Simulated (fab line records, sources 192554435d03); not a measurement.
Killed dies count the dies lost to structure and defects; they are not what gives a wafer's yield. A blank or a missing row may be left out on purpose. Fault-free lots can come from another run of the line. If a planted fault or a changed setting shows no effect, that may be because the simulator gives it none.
Tool commonality check :: flow n5-finfet :: Sample size 8 lots and 24 wafers

## WHY THIS WAS OPENED
2 of 8 lots carry a flag on the reading IOFF_N_LONG at N5_BEOL_M4_RC_MEAS_101. Wafers without a fault read 5.48e-05 nA/um, standard deviation 2.1e-06.
Rule: a lot is flagged in two cases, either no wafer of it has a number, or all its wafers with numbers fall more than 4 standard deviations from that mean. The rest of the lots are taken to be sound.

lot: L740
measured: day 7 23:18
on: prober-01
IOFF_N_LONG (nA/um), wafer by wafer: 5.79e-05 5.8e-05 5.81e-05
flag: 

lot: L743
measured: day 8 20:10
on: prober-01
IOFF_N_LONG (nA/um), wafer by wafer: 5.64e-05 5.67e-05 5.73e-05
flag: 

lot: L747
measured: day 9 21:07
on: prober-01
IOFF_N_LONG (nA/um), wafer by wafer: 5.58e-05 5.61e-05 5.57e-05
flag: 

lot: L749
measured: day 10 17:21
on: prober-02
IOFF_N_LONG (nA/um), wafer by wafer: 5.67e-05 5.84e-05 5.72e-05
flag: 

lot: L750
measured: day 11 06:55
on: prober-02
IOFF_N_LONG (nA/um), wafer by wafer: 5.6e-05 5.49e-05 5.46e-05
flag: 

lot: L753
measured: day 11 18:47
on: prober-02
IOFF_N_LONG (nA/um), wafer by wafer: 5.51e-05 5.5e-05 5.64e-05
flag: 

lot: L760
measured: day 13 19:39
on: prober-01
IOFF_N_LONG (nA/um), wafer by wafer: 0.007795 0.0078287 0.0077706
flag: FLAGGED

lot: L761
measured: day 13 21:52
on: prober-02
IOFF_N_LONG (nA/um), wafer by wafer: 0.0077039 0.0077634 0.0076275
flag: FLAGGED
Averaged over the flagged lots the numbers come to 7.75e-03 nA/um, +7.69e-03 nA/um from the usual (+99 or more standard deviations).

## WHICH TOOL RAN EACH LOT
4 process steps preceding the reading are held in the record, out of 1938 steps in the route. Read each cell as the tool, then ch plus the chambers that the sampled wafers visited, then the start.
lot: L740
flag: 
N5_HKMG_FIN_ETCH_32: rie-diel-04 ch 1,3, day 4 07:35
N5_HKMG_FIN_ALD_91: ald-metal-02 ch 0,1,3, day 4 08:28
N5_HKMG_FIN_ETCH_86: rie-diel-04 ch 0,1, day 4 08:49
N5_HKMG_FIN_STRIP_89: rie-diel-04 ch 0,1, day 4 08:52

lot: L743
flag: 
N5_HKMG_FIN_ETCH_32: rie-diel-03 ch 0,1,3, day 5 00:29
N5_HKMG_FIN_ALD_91: ald-metal-03 ch 0,2,3, day 5 01:23
N5_HKMG_FIN_ETCH_86: rie-diel-03 ch 0,1,3, day 5 01:43
N5_HKMG_FIN_STRIP_89: rie-diel-03 ch 0,1,3, day 5 01:47

lot: L747
flag: 
N5_HKMG_FIN_ETCH_32: rie-diel-03 ch 0,3, day 6 08:16
N5_HKMG_FIN_ALD_91: ald-metal-01 ch 0,3, day 6 09:10
N5_HKMG_FIN_ETCH_86: rie-diel-04 ch 0,2, day 6 09:30
N5_HKMG_FIN_STRIP_89: rie-diel-04 ch 0,2, day 6 09:34

lot: L749
flag: 
N5_HKMG_FIN_ETCH_32: rie-diel-04 ch 0,1,2, day 6 15:52
N5_HKMG_FIN_ALD_91: ald-metal-01 ch 1,2,3, day 6 16:45
N5_HKMG_FIN_ETCH_86: rie-diel-03 ch 2,3, day 6 17:05
N5_HKMG_FIN_STRIP_89: rie-diel-03 ch 2,3, day 6 17:09

lot: L750
flag: 
N5_HKMG_FIN_ETCH_32: rie-diel-03 ch 0,3, day 6 22:34
N5_HKMG_FIN_ALD_91: ald-metal-03 ch 1,3, day 6 23:27
N5_HKMG_FIN_ETCH_86: rie-diel-05 ch 0,1,2, day 6 23:48
N5_HKMG_FIN_STRIP_89: rie-diel-05 ch 0,1,2, day 6 23:52

lot: L753
flag: 
N5_HKMG_FIN_ETCH_32: rie-diel-03 ch 1,2, day 7 15:05
N5_HKMG_FIN_ALD_91: ald-metal-01 ch 1,2,3, day 7 15:58
N5_HKMG_FIN_ETCH_86: rie-diel-04 ch 0,3, day 7 16:19
N5_HKMG_FIN_STRIP_89: rie-diel-04 ch 0,3, day 7 16:22

lot: L760
flag: FLAGGED
N5_HKMG_FIN_ETCH_32: rie-diel-03 ch 0,1,3, day 9 08:30
N5_HKMG_FIN_ALD_91: ald-metal-01 ch 0,1,3, day 9 09:25
N5_HKMG_FIN_ETCH_86: rie-diel-03 ch 0,2, day 9 09:45
N5_HKMG_FIN_STRIP_89: rie-diel-03 ch 0,2, day 9 09:49

lot: L761
flag: FLAGGED
N5_HKMG_FIN_ETCH_32: rie-diel-05 ch 1,2, day 9 16:31
N5_HKMG_FIN_ALD_91: ald-metal-02 ch 0,1,2, day 9 17:25
N5_HKMG_FIN_ETCH_86: rie-diel-05 ch 0,2, day 9 17:47
N5_HKMG_FIN_STRIP_89: rie-diel-05 ch 0,2, day 9 17:51
What the steps here do:
- N5_HKMG_FIN_ETCH_32: etches SOC in N2/H2, target depth 240 nm, time 300 s.
- N5_HKMG_FIN_ALD_91: deposits TiN, target thk 1 nm, pulse time 1 s, purge time 3 s.
- N5_HKMG_FIN_ETCH_86: etches SOC in N2/H2, stops on TiN, target depth 393.2 nm.
- N5_HKMG_FIN_STRIP_89: strips SOC in N2/H2, time 20 s.
- N5_BEOL_M4_RC_MEAS_101

## FLAGGED AGAINST TOTAL, ONE TOOL AT A TIME (gauges that did the reading follow at the end)
step: N5_HKMG_FIN_ETCH_32
tool: rie-diel-03
lots run: 5
flagged: 1
share of the flagged lots: some
sound lots run after its first flagged lot: 0

step: N5_HKMG_FIN_ETCH_32
tool: rie-diel-04
lots run: 2
flagged: 0
share of the flagged lots: none
sound lots run after its first flagged lot: -

step: N5_HKMG_FIN_ETCH_32
tool: rie-diel-05
lots run: 1
flagged: 1
share of the flagged lots: some
sound lots run after its first flagged lot: 0

step: N5_HKMG_FIN_ALD_91
tool: ald-metal-01
lots run: 4
flagged: 1
share of the flagged lots: some
sound lots run after its first flagged lot: 0

step: N5_HKMG_FIN_ALD_91
tool: ald-metal-02
lots run: 2
flagged: 1
share of the flagged lots: some
sound lots run after its first flagged lot: 0

step: N5_HKMG_FIN_ALD_91
tool: ald-metal-03
lots run: 2
flagged: 0
share of the flagged lots: none
sound lots run after its first flagged lot: -

step: N5_HKMG_FIN_ETCH_86
tool: rie-diel-03
lots run: 3
flagged: 1
share of the flagged lots: some
sound lots run after its first flagged lot: 0

step: N5_HKMG_FIN_ETCH_86
tool: rie-diel-04
lots run: 3
flagged: 0
share of the flagged lots: none
sound lots run after its first flagged lot: -

step: N5_HKMG_FIN_ETCH_86
tool: rie-diel-05
lots run: 2
flagged: 1
share of the flagged lots: some
sound lots run after its first flagged lot: 0

step: N5_HKMG_FIN_STRIP_89
tool: rie-diel-03
lots run: 3
flagged: 1
share of the flagged lots: some
sound lots run after its first flagged lot: 0

step: N5_HKMG_FIN_STRIP_89
tool: rie-diel-04
lots run: 3
flagged: 0
share of the flagged lots: none
sound lots run after its first flagged lot: -

step: N5_HKMG_FIN_STRIP_89
tool: rie-diel-05
lots run: 2
flagged: 1
share of the flagged lots: some
sound lots run after its first flagged lot: 0

step: N5_BEOL_M4_RC_MEAS_101
tool: prober-01
lots run: 4
flagged: 1
share of the flagged lots: some
sound lots run after its first flagged lot: 0

step: N5_BEOL_M4_RC_MEAS_101
tool: prober-02
lots run: 4
flagged: 1
share of the flagged lots: some
sound lots run after its first flagged lot: 0

## WHAT THE TABLE ALLOWS
No row of the table ran every flagged lot.

## WHAT WAS PUT IN BY THE SIMULATOR
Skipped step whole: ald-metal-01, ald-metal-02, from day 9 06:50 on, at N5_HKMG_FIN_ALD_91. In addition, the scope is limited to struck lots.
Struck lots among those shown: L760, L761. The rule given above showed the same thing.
